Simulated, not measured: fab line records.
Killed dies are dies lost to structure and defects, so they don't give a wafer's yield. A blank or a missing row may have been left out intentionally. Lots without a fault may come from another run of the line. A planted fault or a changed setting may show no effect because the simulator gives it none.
fab line records	flow nand_harc
record: lots: 11	wafers: 33	last_day: 32
route steps=1302 shown P_ZERO_WELL@26 END@1302
lots that met no fault: from a run of the same line without faults
start_h: start of the lot's first displayed wafer, in hours after the record's first day	wait_h: hours from the lot's prior step to this one	" same as the row above	L1.1+2: a single row standing in for several wafers	- either no value or no given start	* or withheld: withheld	< > ~ a bound
route shown NAME@n: NAME is a module with steps in the file, n the number in the route of the first one	usual: the fault-free wafers' mean and standard deviation	same: alike in all rows	chamber/n: place in a boat	sites: each site's reading	_std_site: standard deviation across them	_edge_site: mean of outer sites minus mean of inner sites	radius_mm: how far each site lies from the wafer's centre	mask NAME#n: copy n	behind: tool/chamber where the wafer was last shaped	hold: cause of the lot's hold/its duration in hours/its outcome	device: the n, p or np transistor that did not switch	end of line: at the end of the route, the tests of the same wafers	a step without rows: its recipe alone	killed: count of dies lost to structure and defects at first sort (not the wafer's yield)	map: a wafer's dies, x killed, . not, _ none there
set.NAME: the run value of the setting; set.NAME@STEP: its run value at that earlier step	model.NAME: the simulator's own value behind a step, which no gauge read
the route's steps for a sample of lots (tables are steps, rows are wafers)
services: the hour from which a tool's chamber was out of use, counted from the record's first day as start_h (under 0 if before that day), plus the number of hours and why
== steps ==
step: NHARC_P_ZERO_WELL_EXPOSE_21
recipe: na: 0.6	target_cd_nm: 720	dose_mj: 22.31	mask_id: P_NWELL
same: na: 0.6
lot.wafer	tool	chamber	start_h	wait_h	mask
L628.2+4+5	krf_scanner-02	0	18.36	-	P_NWELL#0
L629.3+4+5	krf_scanner-02	0	28.20	-	P_NWELL#0
L632.1+3+5	krf_scanner-02	0	58.45	-	P_HVPW#0
L637.1+3+6	krf_scanner-02	0	108.42	-	P_NWELL#0
L639.1+2+3	krf_scanner-02	0	128.35	-	P_NWELL#0
L640.2+4+5	krf_scanner-02	0	138.32	-	P_NWELL#0
L642.3+4+6	krf_scanner-01	0	158.58	-	P_NWELL#0
L644.3+5+6	krf_scanner-02	0	178.61	-	P_NWELL#0
L645.2+3+4	krf_scanner-02	0	188.31	-	P_NWELL#0
L647.2+4+5	krf_scanner-01	0	208.43	-	P_NWELL#0
L649.1+2+3	krf_scanner-01	0	228.29	-	P_NWELL#0
step: NHARC_P_ZERO_WELL_CD_MEAS_24
recipe: target_cd_nm: 720	landing_energy_ev: 500
usual: cd_nm: 720.4/1.6
lot.wafer	tool	chamber	start_h	wait_h	cd_nm
L628.2	cd_sem-02	0	18.51	-	723.9
L628.4	"	0	"	"	721.9
L628.5	"	0	"	"	718.8
L629.3	cd_sem-02	0	28.35	-	720.4
L629.4	"	0	"	"	720.7
L629.5	"	0	"	"	720.1
L632.1	cd_sem-03	0	58.61	-	-
L632.3	"	0	"	"	-
L632.5	"	0	"	"	-
L637.1	cd_sem-01	0	108.58	-	720.4
L637.3	"	0	"	"	721.2
L637.6	"	0	"	"	722.3
L639.1	cd_sem-01	0	128.51	-	720.8
L639.2	"	0	"	"	719.4
L639.3	"	0	"	"	721.6
L640.2	cd_sem-01	0	138.47	-	715.6
L640.4	"	0	"	"	720.3
L640.5	"	0	"	"	720.3
L642.3	cd_sem-03	0	158.73	-	716.7
L642.4	"	0	"	"	719.0
L642.6	"	0	"	"	720.1
L644.3	cd_sem-03	0	178.76	-	720.7
L644.5	"	0	"	"	719.7
L644.6	"	0	"	"	720.1
L645.2	cd_sem-01	0	188.46	-	717.3
L645.3	"	0	"	"	718.1
L645.4	"	0	"	"	719.2
L647.2	cd_sem-01	0	208.58	-	720.8
L647.4	"	0	"	"	720.6
L647.5	"	0	"	"	721.9
L649.1	cd_sem-01	0	228.45	-	720.2
L649.2	"	0	"	"	722.2
L649.3	"	0	"	"	717.8
step: NHARC_P_ZERO_WELL_DESCUM_26
recipe: time_s: 3	o2_flow_sccm: 200	ar_flow_sccm: 0	bias_power_w: 0	chemistry: O2
usual: drypump_motor_current_A: 5.5/0.48	o2_flow_sccm: 200.0/0.54	oes_product_au: 1.001/0.0082	rf_vpp_V: 57.8/0.9	showerhead_plenum_p_Torr: 1.93/0.092	throttle_valve_pct: 11.311/0.0096
lot.wafer	tool	chamber	start_h	wait_h	drypump_motor_current_A	o2_flow_sccm	oes_product_au	rf_hours_counter_h	rf_vpp_V	showerhead_plenum_p_Torr	throttle_valve_pct
L628.2	rie_diel-08	2	18.68	-	6.1	200.1	1.001	14	58.3	1.85	11.315
L628.4	"	3	"	"	5.8	199.9	1.009	14	56.5	1.88	11.302
L628.5	"	2	"	"	6.1	200.5	0.998	-	57.3	1.85	11.309
L629.3	rie_diel-07	0	28.50	-	4.8	199.4	1.013	28	58.4	2.01	11.303
L629.4	"	1	"	"	5.7	200.5	0.997	28	58.2	1.78	11.320
L629.5	"	1	"	"	5.7	199.9	0.995	-	58.8	1.78	11.314
L632.1	rie_diel-01	2	58.77	-	5.9	200.1	0.996	17	58.6	2.05	11.299
L632.3	"	0	"	"	4.9	199.9	0.989	18	57.8	1.91	11.307
L632.5	"	3	"	"	5.5	199.2	0.998	-	59.5	2.01	11.328
L637.3	rie_diel-01	2	108.75	-	5.9	200.2	0.989	34	58.4	2.05	11.308
L637.1	"	0	"	"	4.9	199.8	0.995	37	57.6	1.90	11.323
L637.6	"	1	"	"	5.8	200.7	1.004	-	57.4	1.81	11.313
L639.1	rie_diel-01	2	128.67	-	5.9	198.8	0.992	39	57.0	2.04	11.314
L639.3	"	3	"	"	5.5	199.4	1.013	36	59.0	2.01	11.302
L639.2	"	0	"	"	4.9	200.2	0.996	42	58.7	1.90	11.316
L640.2	rie_diel-08	0	138.64	-	5.0	199.9	1.000	51	58.9	1.97	11.317
L640.4	"	2	"	"	6.1	200.3	1.003	54	58.3	1.84	11.318
L640.5	"	0	"	"	5.0	201.1	0.996	-	57.7	1.97	11.317
L642.3	rie_diel-01	2	158.88	-	5.9	199.9	0.992	52	58.5	2.04	11.293
L642.4	"	3	"	"	5.5	200.3	0.997	48	58.6	2.00	11.299
L642.6	"	2	"	"	5.9	200.8	0.987	-	59.6	2.04	11.305
L644.3	rie_diel-08	1	178.95	-	5.6	199.7	1.018	1	58.2	1.88	11.309
L644.6	"	2	"	"	6.1	199.6	0.991	-	58.4	1.83	11.321
L644.5	"	3	"	"	5.8	200.4	0.998	-	58.4	1.86	11.310
L645.3	rie_diel-01	3	189.55	-	5.5	199.6	1.011	0	58.4	2.00	11.311
L645.4	"	0	"	"	4.9	200.6	0.997	0	58.5	1.90	11.312
L645.2	"	2	"	"	5.9	199.4	1.000	0	57.7	2.04	11.315
L647.4	rie_diel-07	3	208.75	-	4.7	200.6	1.005	36	57.3	1.86	11.308
L647.2	"	1	"	"	5.7	199.9	0.992	38	57.8	1.76	11.327
L647.5	"	3	"	"	4.7	200.4	1.021	-	56.9	1.86	11.312
L649.1	rie_diel-01	2	228.61	-	5.9	199.0	0.998	12	59.3	2.04	11.304
L649.3	"	3	"	"	5.5	200.3	1.008	10	59.6	2.00	11.312
L649.2	"	1	"	"	5.8	200.0	1.010	11	57.8	1.79	11.309
step: NHARC_P_ZERO_WELL_DESCUM_54
recipe: time_s: 3	o2_flow_sccm: 200	ar_flow_sccm: 0	bias_power_w: 0	chemistry: O2
usual: drypump_motor_current_A: 5.5/0.49	o2_flow_sccm: 200.1/0.91	oes_product_au: 1.002/0.0096	rf_vpp_V: 57.9/0.79	showerhead_plenum_p_Torr: 1.92/0.091	throttle_valve_pct: 11.311/0.0086
lot.wafer	tool	chamber	start_h	wait_h	drypump_motor_current_A	o2_flow_sccm	oes_product_au	rf_hours_counter_h	rf_vpp_V	showerhead_plenum_p_Torr	throttle_valve_pct
L628.2	rie_diel-01	0	21.96	-	4.9	200.0	1.005	5	58.3	1.91	11.307
L628.5	"	0	"	"	4.9	200.4	1.000	-	56.6	1.91	11.307
L628.4	"	1	"	"	5.8	200.8	1.017	-	57.9	1.81	11.322
L629.3	rie_diel-08	1	37.11	-	5.6	200.5	0.995	16	58.0	1.90	11.326
L629.4	"	2	"	"	6.1	201.2	1.008	20	57.2	1.85	11.306
L629.5	"	0	"	"	5.0	199.8	1.010	-	57.7	1.99	11.325
L632.3	rie_diel-08	3	62.05	-	5.8	200.9	1.006	27	56.3	1.87	11.315
L632.1	"	1	"	"	5.6	200.5	1.003	21	58.3	1.89	11.307
L632.5	"	3	"	"	5.8	200.3	1.009	-	57.0	1.87	11.328
L637.3	rie_diel-08	2	111.88	-	6.1	199.5	1.005	46	57.8	1.84	11.301
L637.1	"	1	"	"	5.6	200.6	0.988	42	57.3	1.89	11.320
L637.6	"	2	"	"	6.1	199.8	0.996	-	58.7	1.84	11.316
L639.1	rie_diel-01	2	131.97	-	5.9	200.3	0.993	40	57.6	2.04	11.313
L639.3	"	3	"	"	5.5	199.5	1.009	36	58.5	2.01	11.312
L639.2	"	0	"	"	4.9	200.5	1.003	42	57.5	1.90	11.303
L640.2	rie_diel-07	3	141.93	-	4.6	207.7	0.991	10	57.6	1.86	11.304
L640.4	"	1	"	"	5.7	199.9	0.987	11	57.7	1.77	11.331
L640.5	"	3	"	"	4.7	199.4	1.002	-	58.5	1.86	11.316
L642.4	rie_diel-07	3	162.16	-	4.7	199.2	0.989	19	56.9	1.86	11.302
L642.3	"	1	"	"	5.7	199.5	0.978	17	56.7	1.77	11.332
L642.6	"	2	"	"	6.1	200.4	0.982	-	57.3	2.00	11.310
L644.3	rie_diel-07	1	182.06	-	5.7	199.0	0.991	26	56.6	1.76	11.312
L644.6	"	1	"	"	5.7	199.0	0.985	-	56.6	1.76	11.320
L644.5	"	2	"	"	6.1	201.2	0.995	-	59.0	2.00	11.310
L645.4	rie_diel-08	2	192.84	-	6.1	200.7	0.998	6	56.7	1.83	11.309
L645.2	"	3	"	"	5.8	199.3	1.007	4	58.0	1.86	11.296
L645.3	"	0	"	"	5.0	200.4	1.001	5	58.3	1.97	11.313
L647.4	rie_diel-01	2	212.03	-	5.9	200.0	1.002	8	58.5	2.04	11.295
L647.2	"	3	"	"	5.5	200.1	1.021	6	58.5	2.00	11.307
L647.5	"	2	"	"	5.9	200.7	1.007	-	57.7	2.04	11.313
L649.1	rie_diel-01	3	231.74	-	5.5	200.1	1.007	10	57.8	2.00	11.322
L649.3	"	0	"	"	4.9	199.8	1.007	10	57.6	1.89	11.296
L649.2	"	1	"	"	5.8	200.4	1.001	12	57.6	1.79	11.308
step: NHARC_P_ZERO_WELL_RTA_42
recipe: temp_c: 1100	time_s: 300
usual: anneal_temp_c_max: 1104.9/1	lamp_power_pct: 41.9/0.72	lamp_zone_5_pct: 41.9/0.72	wafer_temp_C_max: 1105.7/1.5
lot.wafer	tool	chamber	start_h	wait_h	anneal_temp_c_max	lamp_power_pct	lamp_zone_5_pct	wafer_temp_C_max
L628.2	rtp_anneal-02	0	23.07	-	1106.3	42.8	42.8	1105.0
L628.4	"	0	"	"	1106.9	42.8	42.8	1104.3
L628.5	"	0	"	"	1105.4	42.8	42.8	1103.3
L629.3	rtp_anneal-02	0	38.31	-	1106.2	42.8	42.9	1105.3
L629.4	"	0	"	"	1105.4	42.9	42.8	1105.6
L629.5	"	0	"	"	1106.4	42.9	42.9	1104.9
L632.1	rtp_anneal-01	0	63.17	-	1105.7	41.4	41.4	1105.2
L632.3	"	0	"	"	1105.2	41.4	41.4	1108.9
L632.5	"	0	"	"	1105.4	41.5	41.3	1106.7
L637.1	rtp_anneal-01	0	112.93	-	1104.0	41.3	41.3	1108.7
L637.3	"	0	"	"	1105.6	41.4	41.4	1105.4
L637.6	"	0	"	"	1104.5	41.4	41.4	1104.8
L639.1	rtp_anneal-01	0	132.95	-	1104.3	41.4	41.4	1106.9
L639.2	"	0	"	"	1105.4	41.4	41.5	1104.9
L639.3	"	0	"	"	1103.7	41.4	41.4	1106.6
L640.2	rtp_anneal-01	0	143.01	-	1103.9	41.4	41.4	1105.9
L640.4	"	0	"	"	1105.8	41.4	41.4	1105.7
L640.5	"	0	"	"	1103.8	41.5	41.4	1105.4
L642.3	rtp_anneal-01	0	163.35	-	1107.0	41.4	41.5	1105.5
L642.4	"	0	"	"	1105.6	41.4	41.4	1106.8
L642.6	"	0	"	"	1105.0	41.4	41.5	1105.4
L644.3	rtp_anneal-01	0	183.26	-	1103.1	41.4	41.4	1105.5
L644.5	"	0	"	"	1105.1	41.3	41.3	1109.5
L644.6	"	0	"	"	1103.6	41.4	41.4	1107.3
L645.2	rtp_anneal-02	0	193.91	-	1106.3	42.9	42.9	1104.2
L645.3	"	0	"	"	1103.9	42.9	42.8	1104.5
L645.4	"	0	"	"	1104.8	42.9	42.9	1105.8
L647.2	rtp_anneal-02	0	213.11	-	1105.8	42.9	42.9	1105.4
L647.4	"	0	"	"	1103.6	42.8	42.8	1103.4
L647.5	"	0	"	"	1104.4	43.0	42.9	1103.1
L649.1	rtp_anneal-02	0	232.72	-	1105.4	42.8	42.8	1103.0
L649.2	"	0	"	"	1103.8	42.8	42.8	1105.2
L649.3	"	0	"	"	1104.5	42.8	42.8	1104.2
step: NHARC_END_SORT_01
recipe: temp_c: 25
usual: killed_at_array: 62/18	killed_at_other: 0.9/1.2	killed_at_periphery: 4.2/2.9	killed_dies: 67/17	killed_open: 3.6/1.9	killed_short: 2.5/1.6
same: gross_dies: 677
lot.wafer	tool	chamber	start_h	wait_h	killed_at_array	killed_at_other	killed_at_periphery	killed_dies	killed_open	killed_short
L628.2	prober-02	0	602.33	2.8	69	5	4	78	6	2
L628.4	prober-02	0	603.92	3.4	66	1	2	69	6	3
L628.5	prober-02	0	604.72	3.7	62	2	4	68	5	1
L632.1	prober-01	0	609.61	2.5	65	1	611	677	3	3
L632.3	prober-01	0	611.21	3.1	88	0	589	677	5	1
L632.5	prober-01	0	612.81	3.7	64	0	613	677	4	3
L629.3	prober-02	0	618.68	3.1	73	1	13	87	3	4
L629.4	prober-02	0	619.47	3.4	75	1	9	85	6	2
L629.5	prober-02	0	620.26	3.7	71	0	9	80	5	4
L637.1	prober-01	0	647.54	2.5	61	2	3	66	1	3
L637.3	prober-01	0	649.15	3.1	62	4	7	73	2	1
L637.6	prober-01	0	651.58	4.0	48	1	7	56	0	2
L639.1	prober-01	0	666.95	2.5	71	0	7	78	2	3
L639.2	prober-01	0	667.75	2.8	80	0	7	87	3	2
L639.3	prober-01	0	668.56	3.1	67	0	6	73	2	2
L640.2	prober-01	0	675.53	2.8	29	1	6	36	3	2
L640.4	prober-01	0	677.12	3.4	30	2	12	44	6	1
L640.5	prober-01	0	677.92	3.7	29	2	6	37	4	1
L642.3	prober-01	0	684.04	3.1	28	0	5	33	1	4
L642.4	prober-01	0	684.84	3.4	31	0	7	38	1	1
L642.6	prober-01	0	686.44	4.0	33	0	8	41	6	3
L644.3	prober-02	0	711.57	3.1	54	5	8	67	4	1
L644.5	prober-02	0	713.19	3.7	61	1	9	71	7	3
L644.6	prober-02	0	714.00	4.1	59	2	4	65	7	5
L645.2	prober-02	0	754.73	2.8	36	0	4	40	7	4
L645.3	prober-02	0	755.53	3.1	46	1	5	52	3	3
L645.4	prober-02	0	756.34	3.4	40	1	5	46	4	3
L647.2	prober-01	0	762.47	2.8	51	0	1	52	3	1
L647.4	prober-01	0	764.11	3.5	48	1	3	52	8	2
L647.5	prober-01	0	764.93	3.8	50	0	3	53	5	3
L649.1	prober-02	0	763.43	2.4	55	1	2	58	1	4
L649.2	prober-02	0	764.22	2.8	68	1	3	72	2	5
L649.3	prober-02	0	765.02	3.1	60	2	5	67	6	6
killed by level:class
L628.2 A_CHANNEL_HOLE_D2:chamber_film_flake=28 A_SLIT:chamber_film_flake=22 A_CHANNEL_HOLE_D1:chamber_film_flake=4 THIN_TSV:chamber_film_flake=4 A_DECK1_JOINT:chamber_film_flake=3 A_CONTACT:chamber_film_flake=3 P_CONTACT:geometric_particle:open=2 A_ZERO_WELL:chamber_film_flake=2
L628.4 A_SLIT:chamber_film_flake=24 A_CHANNEL_HOLE_D2:chamber_film_flake=23 A_CONTACT:chamber_film_flake=5 A_STAIRCASE:chamber_film_flake=3 A_M0:geometric_particle:open=2 P_M1:geometric_particle:open=1 A_CHANNEL_HOLE_D2:geometric_particle:open=1 A_CHANNEL_HOLE_D2:geometric_particle:short=1
L628.5 A_CHANNEL_HOLE_D2:chamber_film_flake=24 A_SLIT:chamber_film_flake=22 A_CONTACT:chamber_film_flake=5 A_CONTACT:geometric_particle:open=2 THIN_TSV:chamber_film_flake=2 P_BONDPAD:chamber_film_flake=2 A_STAIRCASE:chamber_film_flake=2 A_ONON_D1:geometric_particle:open=1
L632.1 P_ZERO_WELL:area_expose=609 A_SLIT:chamber_film_flake=22 A_CHANNEL_HOLE_D1:chamber_film_flake=21 A_CHANNEL_HOLE_D2:chamber_film_flake=8 A_CONTACT:chamber_film_flake=6 A_CHANNEL_FILL_D2:chamber_film_flake=2 A_WL_FILL:chamber_film_flake=2 P_CONTACT:geometric_particle:short=1
L632.3 P_ZERO_WELL:area_expose=589 A_CHANNEL_HOLE_D1:chamber_film_flake=33 A_SLIT:chamber_film_flake=30 A_CHANNEL_HOLE_D2:chamber_film_flake=11 A_WL_FILL:chamber_film_flake=3 A_BLC:geometric_particle:open=2 A_CHANNEL_FILL_D1:chamber_film_flake=2 A_DECK1_JOINT:geometric_particle:open=1
L632.5 P_ZERO_WELL:area_expose=613 A_SLIT:chamber_film_flake=23 A_CHANNEL_HOLE_D1:chamber_film_flake=21 A_CHANNEL_HOLE_D2:chamber_film_flake=10 A_WL_FILL:chamber_film_flake=3 A_SOURCE_PLATE:geometric_particle:open=1 A_ONON_D1:geometric_particle:short=1 A_CHANNEL_FILL_D1:geometric_particle:short=1
L629.3 A_CHANNEL_HOLE_D1:chamber_film_flake=36 A_CHANNEL_HOLE_D2:chamber_film_flake=24 P_CONTACT:chamber_film_flake=6 P_M2:chamber_film_flake=4 A_CONTACT:chamber_film_flake=3 A_M0:geometric_particle:open=2 A_WL_FILL:chamber_film_flake=2 P_CONTACT:geometric_particle:short=1
L629.4 A_CHANNEL_HOLE_D2:chamber_film_flake=38 A_CHANNEL_HOLE_D1:chamber_film_flake=26 A_CHANNEL_FILL_D1:geometric_particle:open=3 P_GATE:chamber_film_flake=3 P_CONTACT:chamber_film_flake=3 P_M2:chamber_film_flake=2 P_GATE:geometric_particle:short=1 A_ONON_D1:geometric_particle:open=1
L629.5 A_CHANNEL_HOLE_D2:chamber_film_flake=36 A_CHANNEL_HOLE_D1:chamber_film_flake=23 P_CONTACT:chamber_film_flake=5 A_WL_FILL:chamber_film_flake=3 A_CHANNEL_FILL_D2:geometric_particle:short=2 P_M2:chamber_film_flake=2 P_CONTACT:geometric_particle:open=1 A_ONON_D1:geometric_particle:short=1
L637.1 A_SLIT:chamber_film_flake=19 A_CHANNEL_HOLE_D1:chamber_film_flake=13 A_CHANNEL_HOLE_D2:chamber_film_flake=12 A_CONTACT:chamber_film_flake=4 P_STI:chamber_film_flake=3 A_SGD_CUT:chamber_film_flake=3 A_CHANNEL_FILL_D1:chamber_film_flake=2 A_CHANNEL_FILL_D2:chamber_film_flake=2
L637.3 A_SLIT:chamber_film_flake=23 A_CHANNEL_HOLE_D2:chamber_film_flake=13 A_CHANNEL_HOLE_D1:chamber_film_flake=9 A_SGD_CUT:chamber_film_flake=6 P_STI:chamber_film_flake=5 A_CONTACT:chamber_film_flake=5 THIN_TSV:chamber_film_flake=4 A_CHANNEL_FILL_D1:geometric_particle:open=1
L637.6 A_SLIT:chamber_film_flake=24 A_CHANNEL_HOLE_D2:chamber_film_flake=9 P_STI:chamber_film_flake=4 A_CHANNEL_HOLE_D1:chamber_film_flake=4 A_SGD_CUT:chamber_film_flake=4 P_GATE:chamber_film_flake=2 A_WL_FILL:chamber_film_flake=2 A_CONTACT:chamber_film_flake=2
L639.1 A_SLIT:chamber_film_flake=33 A_CHANNEL_HOLE_D1:chamber_film_flake=20 A_CONTACT:chamber_film_flake=7 P_BONDPAD:chamber_film_flake=5 A_STAIRCASE:chamber_film_flake=3 A_DECK1_JOINT:geometric_particle:open=1 A_DECK1_JOINT:geometric_particle:short=1 A_ONON_D2:geometric_particle:open=1
L639.2 A_SLIT:chamber_film_flake=30 A_CHANNEL_HOLE_D1:chamber_film_flake=28 A_STAIRCASE:chamber_film_flake=9 A_CONTACT:chamber_film_flake=6 P_BONDPAD:chamber_film_flake=5 A_CHANNEL_HOLE_D2:chamber_film_flake=2 P_CONTACT:geometric_particle:open=1 P_M0:geometric_particle:open=1
L639.3 A_SLIT:chamber_film_flake=31 A_CHANNEL_HOLE_D1:chamber_film_flake=19 A_STAIRCASE:chamber_film_flake=9 A_CONTACT:chamber_film_flake=6 P_M0:geometric_particle:open=2 P_STI:geometric_particle:short=1 A_ONON_D2:geometric_particle:short=1 P_STI:chamber_film_flake=1
L640.2 A_CONTACT:chamber_film_flake=8 A_CHANNEL_HOLE_D1:chamber_film_flake=8 P_GATE:chamber_film_flake=5 A_SLIT:chamber_film_flake=5 A_CHANNEL_HOLE_D2:chamber_film_flake=2 A_CHANNEL_HOLE_D1:geometric_particle:open=1 A_ONON_D2:geometric_particle:open=1 A_SLIT:geometric_particle:short=1
L640.4 A_CONTACT:chamber_film_flake=11 P_GATE:chamber_film_flake=8 A_CHANNEL_HOLE_D1:chamber_film_flake=6 A_SLIT:chamber_film_flake=4 A_ONON_D1:geometric_particle:open=3 P_M0:geometric_particle:open=2 P_BONDPAD:chamber_film_flake=2 A_CHANNEL_HOLE_D2:chamber_film_flake=2
L640.5 A_CHANNEL_HOLE_D1:chamber_film_flake=11 P_GATE:chamber_film_flake=5 A_CONTACT:chamber_film_flake=5 A_STAIRCASE:chamber_film_flake=3 A_SLIT:chamber_film_flake=3 THIN_TSV:chamber_film_flake=2 A_CHANNEL_HOLE_D2:chamber_film_flake=2 P_M1:geometric_particle:short=1
L642.3 A_CHANNEL_HOLE_D1:chamber_film_flake=9 A_WL_FILL:chamber_film_flake=4 A_STAIRCASE:chamber_film_flake=3 P_GATE:chamber_film_flake=2 P_M2:chamber_film_flake=2 A_CHANNEL_FILL_D2:chamber_film_flake=2 A_SLIT:chamber_film_flake=2 A_CHANNEL_FILL_D1:geometric_particle:short=1
L642.4 A_CHANNEL_HOLE_D1:chamber_film_flake=15 A_CONTACT:chamber_film_flake=6 A_WL_FILL:chamber_film_flake=5 P_M2:chamber_film_flake=4 A_SLIT:chamber_film_flake=2 P_M0:geometric_particle:open=1 A_WL_FILL:geometric_particle:short=1 P_STI:chamber_film_flake=1
L642.6 A_CHANNEL_HOLE_D1:chamber_film_flake=8 A_STAIRCASE:chamber_film_flake=8 P_M2:chamber_film_flake=3 A_CHANNEL_FILL_D1:chamber_film_flake=3 A_CONTACT:chamber_film_flake=3 A_ONON_D1:geometric_particle:open=2 A_WL_FILL:chamber_film_flake=2 P_CONTACT:geometric_particle:open=1
L644.3 A_SLIT:chamber_film_flake=38 P_BONDPAD:chamber_film_flake=5 A_CHANNEL_HOLE_D1:chamber_film_flake=5 A_STAIRCASE:chamber_film_flake=5 THIN_TSV:chamber_film_flake=5 P_CONTACT:geometric_particle:open=1 A_CHANNEL_FILL_D2:geometric_particle:short=1 A_STAIRCASE:geometric_particle:open=1
L644.5 A_SLIT:chamber_film_flake=33 A_CHANNEL_HOLE_D1:chamber_film_flake=8 A_STAIRCASE:chamber_film_flake=6 A_CONTACT:chamber_film_flake=5 P_GATE:chamber_film_flake=3 P_BONDPAD:chamber_film_flake=3 A_M0:geometric_particle:open=2 P_GATE:geometric_particle:open=1
L644.6 A_SLIT:chamber_film_flake=29 A_CHANNEL_HOLE_D1:chamber_film_flake=8 A_STAIRCASE:chamber_film_flake=8 A_DECK1_JOINT:geometric_particle:open=4 A_ONON_D2:geometric_particle:short=2 P_BONDPAD:chamber_film_flake=2 A_CONTACT:chamber_film_flake=2 THIN_TSV:chamber_film_flake=2
L645.2 A_CHANNEL_HOLE_D1:chamber_film_flake=9 A_SLIT:chamber_film_flake=5 A_STAIRCASE:chamber_film_flake=4 A_CHANNEL_HOLE_D2:geometric_particle:open=2 A_BLC:geometric_particle:open=2 P_GATE:chamber_film_flake=2 A_DECK1_JOINT:chamber_film_flake=2 A_CHANNEL_HOLE_D2:chamber_film_flake=2
L645.3 A_CHANNEL_HOLE_D1:chamber_film_flake=22 A_SLIT:chamber_film_flake=6 A_CHANNEL_HOLE_D2:chamber_film_flake=5 A_STAIRCASE:chamber_film_flake=5 P_GATE:chamber_film_flake=3 A_ONON_D1:geometric_particle:short=1 A_CHANNEL_FILL_D1:geometric_particle:open=1 A_DECK1_JOINT:geometric_particle:short=1
L645.4 A_CHANNEL_HOLE_D1:chamber_film_flake=11 A_SLIT:chamber_film_flake=9 A_CHANNEL_HOLE_D2:chamber_film_flake=5 A_STAIRCASE:chamber_film_flake=5 A_CONTACT:chamber_film_flake=3 P_GATE:chamber_film_flake=2 P_CONTACT:geometric_particle:open=1 P_M0:geometric_particle:open=1
L647.2 A_CHANNEL_HOLE_D2:chamber_film_flake=24 A_SLIT:chamber_film_flake=10 A_CONTACT:chamber_film_flake=6 A_CHANNEL_HOLE_D2:geometric_particle:open=2 A_CHANNEL_HOLE_D1:chamber_film_flake=2 A_ONON_D1:geometric_particle:open=1 A_DECK1_JOINT:geometric_particle:short=1 P_ZERO_WELL:chamber_film_flake=1
L649.1 A_CHANNEL_HOLE_D2:chamber_film_flake=25 A_SLIT:chamber_film_flake=23 A_CONTACT:chamber_film_flake=3 P_STI:geometric_particle:open=1 P_M0:geometric_particle:short=1 A_ONON_D2:geometric_particle:short=1 A_WL_FILL:geometric_particle:short=1 STARTING-WAFER:geometric_particle:short=1
L647.4 A_CHANNEL_HOLE_D2:chamber_film_flake=24 A_SLIT:chamber_film_flake=7 A_M0:geometric_particle:open=4 A_CONTACT:chamber_film_flake=3 P_ZERO_WELL:chamber_film_flake=2 A_SOURCE_PLATE:geometric_particle:open=1 A_ONON_D1:geometric_particle:open=1 A_CHANNEL_FILL_D1:geometric_particle:open=1
L649.2 A_CHANNEL_HOLE_D2:chamber_film_flake=33 A_SLIT:chamber_film_flake=23 A_CONTACT:chamber_film_flake=4 A_ONON_D1:geometric_particle:open=2 A_CHANNEL_HOLE_D1:chamber_film_flake=2 P_M0:geometric_particle:short=1 A_CHANNEL_FILL_D1:geometric_particle:short=1 A_CHANNEL_FILL_D2:geometric_particle:short=1
L647.5 A_CHANNEL_HOLE_D2:chamber_film_flake=26 A_SLIT:chamber_film_flake=6 A_CONTACT:chamber_film_flake=5 A_ZERO_WELL:chamber_film_flake=3 P_M1:geometric_particle:open=2 A_CHANNEL_FILL_D1:geometric_particle:short=2 A_CHANNEL_HOLE_D1:geometric_particle:open=1 A_CHANNEL_FILL_D1:geometric_particle:open=1
L649.3 A_CHANNEL_HOLE_D2:chamber_film_flake=26 A_SLIT:chamber_film_flake=23 P_CONTACT:geometric_particle:short=2 A_BLC:geometric_particle:open=2 A_CONTACT:chamber_film_flake=2 THIN_TSV:chamber_film_flake=2 P_GATE:geometric_particle:short=1 P_GATE:geometric_particle:open=1
== services ==
tool	chamber	start_h	hours	kind
rie_diel-07	-	-0.22	0.3	repair
rie_diel-08	-	-0.21	0.2	repair
rie_diel-01	-	3.45	9.0	pm
rie_diel-01	3	14.27	9.6	repair
krf_scanner-01	-	19.01	0.2	repair
krf_scanner-02	-	33.31	1.2	repair
rie_diel-07	3	39.84	5.1	repair
rie_diel-07	2	54.82	7.5	repair
krf_scanner-01	-	61.73	1.1	repair
krf_scanner-02	-	70.00	4.0	pm
rie_diel-01	3	73.94	4.3	repair
rie_diel-08	3	86.20	5.9	repair
rie_diel-07	-	93.46	9.0	pm
krf_scanner-01	-	94.81	1.1	repair
krf_scanner-02	-	97.55	1.3	repair
rie_diel-08	-	101.26	0.4	repair
rie_diel-08	-	102.19	1.1	repair
krf_scanner-02	-	138.66	0.5	repair
krf_scanner-02	-	143.08	0.2	repair
rie_diel-08	2	155.84	5.4	repair
rie_diel-01	2	164.96	19.1	repair
rie_diel-08	-	167.08	9.0	pm
rie_diel-01	-	180.45	9.0	pm
rie_diel-01	-	199.29	1.8	repair
== key ==
first_sign: step: NHARC_P_ZERO_WELL_EXPOSE_21	reading: mask	direction: changed
effect: step: NHARC_P_ZERO_WELL_CD_MEAS_24	reading: cd_nm	direction: missing
effect: step: NHARC_END_SORT_01	reading: killed_at_periphery	direction: up	sigmas: 99+	usual: 4.2	struck: 604.3
more_kills_born_at: NHARC_P_ZERO_WELL_EXPOSE_21@krf_scanner-02: 1811
met_at NHARC_P_ZERO_WELL_EXPOSE_21
struck_lots L632
later_rows_left_out L632.1,L632.3,L632.5
tester_left_out L632
not_acting_at NHARC_P_ZERO_WELL_DESCUM_26,NHARC_P_ZERO_WELL_DESCUM_54,NHARC_P_ZERO_WELL_RTA_42
onset_between 28.20 58.45
fault: kind: wrong_mask	tool: any	chamber: -	onset_h: 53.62	steps: NHARC_P_ZERO_WELL_EXPOSE_21	aux_copy: P_HVPW#0	scope: struck_lots_only
tester_left_out: of these lots the tester's yield and bins aren't shown, on N5 and GAA mostly nor the transistor test; their killed dies are dies lost to structure and defects alone, not to doping, threshold or leakage, so they don't give the yield
later_rows_left_out: the simulator's readings of these wafers behind a module that went badly wrong aren't trusted and aren't shown, but for the sort
